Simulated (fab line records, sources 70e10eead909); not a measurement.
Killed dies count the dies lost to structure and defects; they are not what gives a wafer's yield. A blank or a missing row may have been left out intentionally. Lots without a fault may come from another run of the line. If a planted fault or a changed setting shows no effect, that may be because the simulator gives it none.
Matching of chambers	flow nand-harc	NHARC_A_STAIRCASE_ETCH_169 on rie-diel-02: 4 sister chambers
The step etches the open film in CH3F/O2, target depth 50 nm, time 107.1 s. 8 wafers are shown with their chamber, then 8 later ones without.

== WAFERS, EACH WITH ITS CHAMBER ==
wafer	chamber	drypump-motor-current-A (A)	showerhead-plenum-p-Torr (Torr)
L752.1	1	6.01	2.43
L759.4	1	6.00	2.43
L763.4	3	5.66	2.48
L763.6	2	5.81	2.31
L767.1	2	5.84	2.31
L767.2	0	5.11	2.66
L767.5	0	5.09	2.66
L768.1	3	5.67	2.47

== WAFERS WITH NO CHAMBER GIVEN ==
wafer	drypump-motor-current-A (A)	showerhead-plenum-p-Torr (Torr)
L768.2	6.01	2.42
L768.3	5.87	2.30
L769.2	6.02	2.42
L769.5	5.09	2.66
L769.6	6.01	2.42
L771.1	5.65	2.47
L771.5	5.86	2.30
L771.6	5.99	2.42

== EACH ONE'S CHAMBER ==
wafer	from the rows above	in truth
L768.2	1	1
L768.3	2	2
L769.2	1	1
L769.5	0	0
L769.6	1	1
L771.1	3	3
L771.5	2	2
L771.6	1	1
Correctly placed: 8 of 8. Not placeable from these rows: 0. Number placed wrongly: 0.
How it was worked out, from the rows above alone: a wafer's distance from a chamber is the root of the sum, over the readings, of the square of ((its reading less the chamber's mean) divided by the reading's scatter). The wafer belongs to the nearest chamber; if the next one is less than 2 further off, it can't be placed. Each chamber's mean is taken over the wafers shown for it. The scatter: the root of (the sum of the squares of (reading less its chamber's mean) over the shown wafers, divided by (wafers less chambers)).
